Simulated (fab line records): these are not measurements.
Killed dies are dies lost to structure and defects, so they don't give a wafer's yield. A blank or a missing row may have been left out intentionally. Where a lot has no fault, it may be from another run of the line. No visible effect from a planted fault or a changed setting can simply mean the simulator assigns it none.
Which tool was responsible? + flow nand_harc + 72 wafers from 24 lots sampled at 5 of the route's 1302 steps

## WHAT THE GAUGES SHOWED, per wafer
NHARC_A_CONTACT_CD_MEAS_08: the cd target is 200 nm. Usual: cd_nm at 200.4 nm, with a standard deviation of 0.49.
| lot  | measured     | on        | cd_nm (nm)        | flag |
|------|--------------|-----------|-------------------|------|
| L074 | day 22 07:56 | cd_sem-02 | 199.8 199.8 200.8 |      |
| L075 | day 22 08:05 | cd_sem-03 | 201.0 200.8 201.1 |      |
| L076 | day 23 14:46 | cd_sem-02 | 200.4 200.0 200.9 |      |
| L078 | day 23 17:38 | cd_sem-03 | 201.8 199.6 200.2 |      |
| L077 | day 23 23:46 | cd_sem-03 | 200.5 199.8 199.9 |      |
| L079 | day 24 09:58 | cd_sem-02 | 200.5 200.3 200.2 |      |
| L081 | day 25 10:25 | cd_sem-02 | 200.5 201.0 200.8 |      |
| L082 | day 25 11:18 | cd_sem-01 | 200.2 199.8 200.4 |      |
| L080 | day 25 13:21 | cd_sem-01 | 200.5 200.8 200.9 |      |
| L083 | day 26 03:25 | cd_sem-02 | 200.9 201.1 200.4 |      |
| L085 | day 27 03:17 | cd_sem-03 | 199.6 200.7 200.4 |      |
| L084 | day 28 00:19 | cd_sem-03 | 200.6 200.3 201.0 |      |
| L087 | day 28 01:55 | cd_sem-01 | 200.4 200.6 200.7 |      |
| L086 | day 28 03:04 | cd_sem-03 | 201.1 200.9 200.0 |      |
| L091 | day 28 15:53 | cd_sem-03 | 200.6 200.5 200.6 |      |
| L090 | day 28 23:04 | cd_sem-03 | 200.5 200.6 201.0 |      |
| L088 | day 29 04:50 | cd_sem-03 | 200.9 200.1 200.9 |      |
| L089 | day 29 14:54 | cd_sem-03 | 200.2 200.6 201.0 |      |
| L092 | day 29 18:31 | cd_sem-01 | 201.3 200.1 200.3 |      |
| L093 | day 30 16:37 | cd_sem-03 | 200.7 200.4 200.8 |      |
| L094 | day 30 17:59 | cd_sem-02 | 199.9 200.5 200.1 |      |
| L095 | day 31 03:59 | cd_sem-01 | 201.4 199.5 200.8 |      |
| L096 | day 31 15:01 | cd_sem-03 | 199.3 200.1 200.4 |      |
| L097 | day 32 05:29 | cd_sem-02 | 199.8 199.9 200.5 |      |

NHARC_A_CONTACT_OVL_MEAS_09. Usual: overlay_x_nm -0.1 nm, standard deviation 0.92; overlay_y_nm 0.2 nm, standard deviation 0.92.
| lot  | measured     | on         | overlay_x_nm (nm) | overlay_y_nm (nm) | flag |
|------|--------------|------------|-------------------|-------------------|------|
| L074 | day 22 08:01 | overlay-01 | 0.1 0.5 0.9       | 0.3 0.7 0.2       |      |
| L075 | day 22 08:10 | overlay-02 | -1.3 -1.8 -0.9    | 0.9 0.9 0.6       |      |
| L076 | day 23 14:52 | overlay-02 | -0.8 -0.6 -0.8    | 1.0 1.1 0.8       |      |
| L078 | day 23 17:43 | overlay-02 | -0.7 -0.7 -0.9    | 0.2 0.4 0.3       |      |
| L077 | day 23 23:50 | overlay-02 | 0.7 0.7 0.7       | 1.5 1.6 1.0       |      |
| L079 | day 24 10:04 | overlay-02 | 0.2 0.4 -0.1      | -0.1 -0.4 -0.4    |      |
| L081 | day 25 10:31 | overlay-02 | 0.4 0.6 1.2       | 0.2 0.8 0.2       |      |
| L082 | day 25 11:23 | overlay-02 | 0.2 -0.4 0.0      | -0.4 -0.5 -0.8    |      |
| L080 | day 25 13:26 | overlay-01 | 0.6 1.1 0.5       | 1.6 1.0 1.1       |      |
| L083 | day 26 03:29 | overlay-02 | -2.5 -1.5 -1.8    | 0.9 1.4 1.6       |      |
| L085 | day 27 03:22 | overlay-01 | 0.6 1.4 0.6       | 0.7 0.6 1.0       |      |
| L084 | day 28 00:25 | overlay-01 | 0.4 -0.1 -0.1     | -1.6 -1.8 -1.7    |      |
| L087 | day 28 02:00 | overlay-02 | 0.5 0.2 0.4       | -1.2 -1.3 -1.4    |      |
| L086 | day 28 03:08 | overlay-02 | -0.6 -0.6 -1.0    | 1.2 1.2 0.7       |      |
| L091 | day 28 15:58 | overlay-01 | -0.7 -1.5 -0.1    | -1.2 -1.1 -1.0    |      |
| L090 | day 28 23:09 | overlay-01 | 0.3 0.3 0.3       | -1.2 -1.2 -1.2    |      |
| L088 | day 29 04:55 | overlay-02 | -0.5 -0.2 -1.0    | -0.8 -0.8 -0.8    |      |
| L089 | day 29 14:59 | overlay-01 | -1.0 -1.3 -1.1    | 1.2 0.8 0.9       |      |
| L092 | day 29 18:36 | overlay-01 | 0.6 0.3 0.2       | 0.6 0.2 0.9       |      |
| L093 | day 30 16:43 | overlay-02 | 1.6 1.7 1.6       | 0.4 -0.3 0.9      |      |
| L094 | day 30 18:04 | overlay-02 | 0.1 -0.3 0.4      | 0.6 0.1 0.5       |      |
| L095 | day 31 04:04 | overlay-01 | 0.8 0.5 1.1       | 1.2 0.2 1.3       |      |
| L096 | day 31 15:05 | overlay-02 | -1.6 -1.5 -1.6    | 0.0 -0.4 -0.1     |      |
| L097 | day 32 05:35 | overlay-02 | 0.0 0.4 0.2       | 0.1 0.8 0.1       |      |

NHARC_A_BLC_CD_MEAS_10: the cd target is 100 nm. Usual: cd_nm at 99.9 nm, with a standard deviation of 0.59.
| lot  | measured     | on        | cd_nm (nm)        | flag |
|------|--------------|-----------|-------------------|------|
| L074 | day 22 15:56 | cd_sem-02 | 99.7 99.7 100.1   |      |
| L075 | day 22 14:49 | cd_sem-03 | 99.4 99.0 99.8    |      |
| L076 | day 23 20:59 | cd_sem-02 | 100.4 99.2 99.7   |      |
| L078 | day 23 23:50 | cd_sem-01 | 100.0 99.9 99.2   |      |
| L077 | day 24 05:59 | cd_sem-01 | 100.3 100.6 100.9 |      |
| L079 | day 24 16:35 | cd_sem-01 | 99.5 99.4 99.2    |      |
| L081 | day 25 17:01 | cd_sem-02 | 100.0 100.1 100.2 |      |
| L082 | day 25 17:37 | cd_sem-02 | 99.1 99.7 100.2   |      |
| L080 | day 25 20:13 | cd_sem-02 | 100.1 99.6 99.3   |      |
| L083 | day 26 09:47 | cd_sem-02 | 99.5 99.5 99.6    |      |
| L085 | day 27 13:22 | cd_sem-01 | 99.6 99.8 100.3   |      |
| L084 | day 28 07:10 | cd_sem-01 | 100.6 100.9 100.5 |      |
| L087 | day 28 08:34 | cd_sem-03 | 99.7 100.0 100.4  |      |
| L086 | day 28 09:38 | cd_sem-01 | 100.2 100.5 99.8  |      |
| L091 | day 28 22:38 | cd_sem-03 | 100.0 100.3 99.3  |      |
| L090 | day 29 05:23 | cd_sem-01 | 99.4 100.1 100.2  |      |
| L088 | day 29 11:20 | cd_sem-02 | 99.6 100.0 100.3  |      |
| L089 | day 29 22:59 | cd_sem-02 | 98.7 100.7 99.8   |      |
| L092 | day 30 02:46 | cd_sem-03 | 100.0 98.8 100.3  |      |
| L093 | day 30 22:56 | cd_sem-02 | 100.9 100.5 100.2 |      |
| L094 | day 31 01:45 | cd_sem-03 | 100.4 100.1 99.8  |      |
| L095 | day 31 10:19 | cd_sem-03 | 101.1 100.7 100.9 |      |
| L096 | day 31 21:26 | cd_sem-03 | 99.0 99.0 100.3   |      |
| L097 | day 32 11:44 | cd_sem-01 | 98.5 100.1 99.6   |      |

## WHAT TOOL EACH LOT RAN ON (gives the tool, then ch and the chambers of the sampled wafers, and finally the start)
| lot  | NHARC_A_CONTACT_ETCH_77                       | NHARC_A_CONTACT_ETCH_128             |
|------|-----------------------------------------------|--------------------------------------|
| L074 | rie_diel-07 ch 0,3, day 22 02:41 or earlier   | har_cap_etch-02 ch 0,1, day 22 02:41 |
| L075 | rie_diel-03 ch 0,1,2, day 22 02:46 or earlier | har_cap_etch-03 ch 0,1, day 22 02:46 |
| L076 | rie_diel-07 ch 1,2,3, day 23 08:47 or earlier | har_cap_etch-01 ch 0,1, day 23 08:47 |
| L078 | rie_diel-11 ch 0,1,3, day 23 11:49 or earlier | har_cap_etch-03 ch 0,1, day 23 11:49 |
| L077 | rie_diel-03 ch 0,2,3, day 23 18:13 or earlier | har_cap_etch-03 ch 0,1, day 23 18:13 |
| L079 | rie_diel-11 ch 1,2,3, day 24 03:08 or earlier | har_cap_etch-03 ch 0,1, day 24 03:08 |
| L081 | rie_diel-11 ch 0,2,3, day 25 00:09 or earlier | har_cap_etch-02 ch 0,1, day 25 00:09 |
| L082 | rie_diel-07 ch 0,1,2, day 25 05:09 or earlier | har_cap_etch-03 ch 0,1, day 25 05:09 |
| L080 | rie_diel-03 ch 0,2,3, day 25 05:36 or earlier | har_cap_etch-01 ch 0,1, day 25 05:36 |
| L083 | rie_diel-07 ch 0,1, day 25 18:34 or earlier   | har_cap_etch-03 ch 0,1, day 25 18:34 |
| L085 | rie_diel-07 ch 0,1,2, day 26 20:38 or earlier | har_cap_etch-03 ch 0,1, day 26 20:38 |
| L084 | rie_diel-11 ch 1,2,3, day 27 15:04 or earlier | har_cap_etch-02 ch 0,1, day 27 15:04 |
| L087 | rie_diel-11 ch 0,3, day 27 16:44 or earlier   | har_cap_etch-03 ch 0,1, day 27 16:44 |
| L086 | rie_diel-11 ch 1,2, day 27 17:35 or earlier   | har_cap_etch-01 ch 0,1, day 27 17:35 |
| L091 | rie_diel-11 ch 0,1, day 28 09:34 or earlier   | har_cap_etch-02 ch 0,1, day 28 09:34 |
| L090 | rie_diel-11 ch 2,3, day 28 12:40 or earlier   | har_cap_etch-03 ch 0, day 28 12:40   |
| L088 | rie_diel-03 ch 0,1,3, day 28 17:26 or earlier | har_cap_etch-02 ch 0,1, day 28 17:26 |
| L089 | rie_diel-11 ch 0,1, day 29 06:38 or earlier   | har_cap_etch-03 ch 0,1, day 29 06:38 |
| L092 | rie_diel-03 ch 0,2,3, day 29 12:58 or earlier | har_cap_etch-01 ch 0,1, day 29 12:58 |
| L093 | rie_diel-11 ch 1,2,3, day 30 11:17 or earlier | har_cap_etch-01 ch 0,1, day 30 11:17 |
| L094 | rie_diel-03 ch 1,2,3, day 30 11:34 or earlier | har_cap_etch-02 ch 0,1, day 30 11:34 |
| L095 | rie_diel-11 ch 0,2, day 30 22:41 or earlier   | har_cap_etch-03 ch 1, day 30 22:41   |
| L096 | rie_diel-07 ch 0,1,2, day 31 07:14 or earlier | har_cap_etch-03 ch 0,1, day 31 07:14 |
| L097 | rie_diel-07 ch 0,3, day 31 18:38 or earlier   | har_cap_etch-02 ch 0,1, day 31 18:38 |
- NHARC_A_CONTACT_ETCH_77: etches the open film in CF4/CHF3, target depth 108.9 nm, time 54.5 s.
- NHARC_A_CONTACT_ETCH_128: etches the open film in C4F8/O2/Ar, time 197 s, target depth 1918 nm.

## WHAT THE TOOLS THEMSELVES READ (means of the sampled wafers that have a number; where no wafer has one, the mark that the record gives instead)
NHARC_A_CONTACT_ETCH_77. Usual: drypump_motor_current_A 5.7 A, standard deviation 0.33; oes_product_au 0.930 a.u., standard deviation 0.018; rf_fwd_power_W 495.1 W, standard deviation 2.2; rf_vpp_V 369.7 V, standard deviation 2.7; showerhead_plenum_p_Torr 1.55 Torr, standard deviation 0.077; throttle_valve_pct 16.802 %, standard deviation 0.0096.
| lot  | tool        | drypump_motor_current_A (A) | oes_product_au (a.u.) | rf_fwd_power_W (W) | rf_vpp_V (V) | showerhead_plenum_p_Torr (Torr) | throttle_valve_pct (%) | flag |
|------|-------------|-----------------------------|-----------------------|--------------------|--------------|---------------------------------|------------------------|------|
| L074 | rie_diel-07 | 5.7                         | 0.938                 | 494.9              | 367.6        | 1.48                            | 16.794                 |      |
| L075 | rie_diel-03 | 5.6                         | 0.964                 | 494.3              | 368.6        | 1.54                            | 16.796                 |      |
| L076 | rie_diel-07 | 5.5                         | 0.932                 | 493.6              | 370.1        | 1.55                            | 16.806                 |      |
| L078 | rie_diel-11 | 5.6                         | 0.969                 | 496.4              | 372.2        | 1.61                            | 16.802                 |      |
| L077 | rie_diel-03 | 5.9                         | 0.927                 | 495.2              | 368.5        | 1.53                            | 16.801                 |      |
| L079 | rie_diel-11 | 5.6                         | 0.912                 | 495.6              | 370.0        | 1.56                            | 16.807                 |      |
| L081 | rie_diel-11 | 5.8                         | 0.919                 | 493.7              | 370.5        | 1.57                            | 16.808                 |      |
| L082 | rie_diel-07 | 5.7                         | 0.936                 | 495.9              | 368.7        | 1.54                            | 16.803                 |      |
| L080 | rie_diel-03 | 5.9                         | 0.925                 | 496.0              | 368.5        | 1.52                            | 16.807                 |      |
| L083 | rie_diel-07 | 5.6                         | 0.930                 | 495.0              | 370.8        | 1.59                            | 16.803                 |      |
| L085 | rie_diel-07 | 5.7                         | 0.953                 | 495.0              | 369.5        | 1.54                            | 16.809                 |      |
| L084 | rie_diel-11 | 5.6                         | 0.922                 | 493.8              | 370.4        | 1.55                            | 16.807                 |      |
| L087 | rie_diel-11 | 5.8                         | 0.928                 | 493.0              | 372.3        | 1.62                            | 16.798                 |      |
| L086 | rie_diel-11 | 5.9                         | 0.934                 | 495.3              | 371.3        | 1.57                            | 16.799                 |      |
| L091 | rie_diel-11 | 5.7                         | 0.923                 | 498.2              | 373.2        | 1.65                            | 16.798                 |      |
| L090 | rie_diel-11 | 5.8                         | 0.915                 | 493.1              | 367.9        | 1.52                            | 16.794                 |      |
| L088 | rie_diel-03 | 5.6                         | 0.920                 | 495.6              | 366.6        | 1.48                            | 16.796                 |      |
| L089 | rie_diel-11 | 5.7                         | 0.977                 | 497.0              | 372.9        | 1.65                            | 16.804                 |      |
| L092 | rie_diel-03 | 5.9                         | 0.916                 | 497.0              | 368.0        | 1.52                            | 16.800                 |      |
| L093 | rie_diel-11 | 5.6                         | 0.919                 | 496.2              | 369.8        | 1.55                            | 16.806                 |      |
| L094 | rie_diel-03 | 5.7                         | 0.912                 | 494.4              | 368.7        | 1.51                            | 16.803                 |      |
| L095 | rie_diel-11 | 6.1                         | 0.927                 | 494.6              | 372.1        | 1.63                            | 16.806                 |      |
| L096 | rie_diel-07 | 5.7                         | 0.927                 | 495.3              | 368.8        | 1.54                            | 16.806                 |      |
| L097 | rie_diel-07 | 5.7                         | 0.924                 | 495.3              | 367.5        | 1.48                            | 16.803                 |      |

## THE ANSWER, worked out from the rows above alone
Rule: lot off if the mean of its wafers having a number is beyond 3 standard deviations from the usual mean. A lot without any number at a reading at which 4 lots or more have one is off too. All remaining lots with rows at the step are treated as sound. After the gauges, taken in route order, come the tools' own readings; for these a lot's mean is taken, as printed above. At the first step where some lot is off, the reading lying furthest off is the one used; lots without a number count as furthest.
Across all readings shown, no lot is off: no conclusion can be drawn from this.

## WHAT THE SIMULATOR HAD INSERTED
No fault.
